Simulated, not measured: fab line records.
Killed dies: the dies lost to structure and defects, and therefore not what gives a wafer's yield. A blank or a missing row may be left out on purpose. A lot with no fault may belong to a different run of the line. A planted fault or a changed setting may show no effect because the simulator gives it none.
A struck lot beside a sound one ; flow nand-harc ; 14 steps out of a route of 1302
Sound: the wafers L868.1, L868.4, L868.6. Struck: wafers L875.1, L875.2, L875.5. The cause is named last.
Each step with rows lists, per side, the tool, then ch with its chambers, then its first start. Under that, the readings that differ: sound wafers ; struck wafers ; difference of the means ; sigmas: that difference in standard deviations of wafers without a fault.
alike: readings with means less than 2 such deviations apart, plus words and numbers identical on both sides. not compared: withheld readings, readings lacking a value on some wafer, bounds such as >300 that could conceal the same value, and numbers that have no deviation in the record and whose values overlap.
Wherever a step has rows on one side only, a row that says differs or no value, or a row with sigmas, the two part there. Numbers that have no deviation but don't overlap get no sigmas and don't part them. A reading missing from all wafers of one side parts the sides only when that side holds two or more wafers.

NHARC_P_START_INSPECT_01:
  sound on defect-inspect-01 at day 4 18:02; struck on defect-inspect-01 at day 7 16:02
  alike: raw-defect-count
then, 9 steps without rows for these wafers: NHARC_P_ZERO_WELL_PRECLEAN_00 (cleans in SPM, time 600 s); NHARC_P_ZERO_WELL_SRD_01; NHARC_P_ZERO_WELL_PECVD_02 (deposits SiO2, target thk 10 nm); NHARC_P_ZERO_WELL_DEHYDRATE_03 (time 120 s); NHARC_P_ZERO_WELL_HMDS_04 (time 30 s); NHARC_P_ZERO_WELL_COAT_64 (time 65 s); NHARC_P_ZERO_WELL_COAT_05 (resist thk 600 nm); NHARC_P_ZERO_WELL_SOFTBAKE_06 (time 70 s); NHARC_P_ZERO_WELL_EBR_07.
NHARC_P_ZERO_WELL_EXPOSE_08: exposes mask P ZERO, target cd 500 nm.
  sound on krf-scanner-01 ch 0, day 4 19:09; struck on krf-scanner-02 ch 0, day 7 17:05
reading;sound;struck;difference;sigmas
exposure-dose-mJ-cm2;33.77 33.76 33.76;35.15 35.20 35.23;+1.43;+35
  alike: mask
then, 2 steps without rows for these wafers: NHARC_P_ZERO_WELL_PEB_09 (peb time 80 s); NHARC_P_ZERO_WELL_DEVELOP_10 (time 50 s).
NHARC_P_ZERO_WELL_CD_MEAS_11 targets a cd of 500 nm.
  sound on cd-sem-02 ch 0, day 4 19:18; struck on cd-sem-01 ch 0
reading;sound;struck;difference;sigmas
cd-nm (nm);497.9 499.0 499.4;506.4 506.7 504.6;+7.1;+5
  not compared: hold

== WHERE THEY PART ==
First at NHARC_P_ZERO_WELL_EXPOSE_08; last, within this record, at NHARC_P_ZERO_WELL_CD_MEAS_11.

WHY: the cause the simulator had injected
Drift in process parameters on krf-scanner-02 at NHARC_P_ZERO_WELL_EXPOSE_08, starting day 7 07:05. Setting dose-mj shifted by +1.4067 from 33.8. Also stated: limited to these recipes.
